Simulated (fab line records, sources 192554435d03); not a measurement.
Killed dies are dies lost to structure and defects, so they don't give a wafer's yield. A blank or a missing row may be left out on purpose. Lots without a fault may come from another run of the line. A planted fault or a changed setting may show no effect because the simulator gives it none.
Split-lot experiment | flow n5_finfet | 7 lots, 21 wafers read, on a route of 1938 steps

THE SPLIT
At N5_BEOL_M13_TRENCH_ETCH_34 (etches SiOC in C4F8/O2/Ar, target depth 413.47 nm, time 162.6 s), the setting time_s was moved away from the recipe's 162.6 s on 8 of the 21 wafers read, by -14.6% to +15.1%. The other wafers ran this setting at the recipe's value.

FROM THE SPLIT TO THE READING: what the file shows between them, 10 steps
- N5_BEOL_M13_STRIP_70: strips in C4F8/O2/Ar
- N5_BEOL_M13_OCD_MEAS_35
- N5_BEOL_M13_SPUTTER_44: material Ta, target thk 10 nm, time 16.13 s (also split here: power_w)
- N5_BEOL_M13_SPUTTER_45: material Cu, target thk 80 nm, time 13.33 s
- N5_BEOL_M13_ECD_47: material Cu, target thk 936 nm
- N5_BEOL_M13_ANNEAL_48: time 90 s
- N5_BEOL_M13_CMP_49: polishes, stops on SiOC, t overpolish 17.1 s, target thk 420 nm
- N5_BEOL_M13_THK_MEAS_50: measures by xrf
- N5_BEOL_M13_PRE_CLEAN_52: time 15 s
- N5_BEOL_M13_DEP_53: deposits SiCN from 3MS/NH3, target thk 50 nm, time 17.8 s

THE READING
M13_RS, in ohm/sq, at N5_BEOL_M13_RS_MEAS_54 (measures by four-point-probe). Fault-free wafers of this fab line usually give 0.0454 ohm/sq, standard deviation 0.00077 ohm/sq.

wafer  | tool, chamber at the split | time_s as run, s | against the recipe | M13_RS, ohm/sq | against lot-mates on the recipe
L079.2 | rie_diel-06, 1             | 187.2            | +15.1%             | 0.0393         | -0.0057
L079.5 | rie_diel-06, 3             | 187.2            | +15.1%             | 0.0398         | -0.0052
L079.6 | rie_diel-06, 2             | 162.6            | recipe             | 0.0450         | -
L080.1 | rie_diel-06, 2             | 162.6            | recipe             | 0.0456         | -
L080.2 | rie_diel-06, 0             | 151.6            | -6.8%              | 0.0490         | +0.0034
L080.3 | rie_diel-06, 3             | 151.6            | -6.8%              | 0.0494         | +0.0038
L082.4 | rie_diel-05, 3             | 162.6            | recipe             | 0.0459         | -
L082.5 | rie_diel-05, 2             | 172.5            | +6.1%              | 0.0432         | -0.0022
L082.6 | rie_diel-05, 0             | 162.6            | recipe             | 0.0449         | -
L088.1 | rie_diel-03, 0             | 162.6            | recipe             | 0.0459         | -
L088.2 | rie_diel-03, 2             | 162.6            | recipe             | 0.0453         | -
L088.5 | rie_diel-03, 0             | 162.6            | recipe             | 0.0461         | -
L090.1 | rie_diel-06, 0             | 162.6            | recipe             | 0.0456         | -
L090.3 | rie_diel-06, 2             | 162.6            | recipe             | 0.0454         | -
L090.4 | rie_diel-06, 2             | 138.8            | -14.6%             | 0.0528         | +0.0073
L094.2 | rie_diel-06, 3             | 146.8            | -9.7%              | 0.0483         | +0.0046
L094.3 | rie_diel-06, 2             | 146.8            | -9.7%              | 0.0498         | +0.0061
L094.4 | rie_diel-06, 1             | 162.6            | recipe             | 0.0437         | -
L097.1 | rie_diel-06, 3             | 162.6            | recipe             | 0.0449         | -
L097.2 | rie_diel-06, 1             | 162.6            | recipe             | 0.0446         | -
L097.4 | rie_diel-06, 0             | 162.6            | recipe             | 0.0439         | -

THE FIT
A straight line over all 21 wafers: M13_RS changes by -0.000425 ohm/sq for each +1% of time_s; r = -0.96; the points scatter about the line by 0.00083 ohm/sq.
The same after taking each lot's own level away (the mean of its wafers on the recipe; 21 wafers): -0.000439 ohm/sq for each +1%; r = -0.98; scatter 0.00062 ohm/sq.
On that fit, the largest move of time_s shifts the reading by 0.0066 ohm/sq.
The lots' own levels span 0.04370 to 0.04577 ohm/sq, that is 2.7 times the standard deviation above.
So the lot-to-lot level changes the slope little: the two slopes agree.
Check: with one of the wafers moved furthest among these (+15.1%) left out of the fit, the line predicts -0.00655 ohm/sq for it against its lot-mates. It came out at -0.0057 ohm/sq against them.

OTHER SPLITS ON THESE WAFERS
These wafers also went through other splits before the reading. Each is held against what the fit with the lots' levels taken away leaves over:
other split on the same wafers | wafers away from the commonest value | r with M13_RS (lot level and that fit taken away)
N5_BEOL_M13_SPUTTER_44 power_w | 6                                    | -0.26

THE WHOLE CHAIN: every reading that the file lists as answering this split, in the file's order
step                       | what it does                                                    | reading                                                                       | change (the file's fit)               | r (the file's)
N5_BEOL_M13_TRENCH_ETCH_34 | etches SiOC in C4F8/O2/Ar, target depth 413.47 nm, time 162.6 s | etch.depth_nm (the simulator's own value, which no gauge read)                | +4.04 nm for each +1% of the setting  | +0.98
N5_BEOL_M13_OCD_MEAS_35    |                                                                 | trench_depth_nm                                                               | +4.03 nm for each +1% of the setting  | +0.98
N5_BEOL_M13_CMP_49         | polishes, stops on SiOC, t overpolish 17.1 s, target thk 420 nm | Cu_of_BEOL_M13_ECD_47.thk_nm (the simulator's own value, which no gauge read) | +3.95 nm for each +1% of the setting  | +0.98
N5_BEOL_M13_THK_MEAS_50    | measures by xrf                                                 | M13_THK                                                                       | +4.01 for each +1% of the setting     | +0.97
N5_BEOL_M13_RS_MEAS_54     | measures by four-point-probe                                    | M13_RS                                                                        | -0.000454 for each +1% of the setting | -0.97

THE FILE'S OWN FIT
M13_RS changes by -0.000454 ohm/sq for each +1% of time_s, r = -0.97.
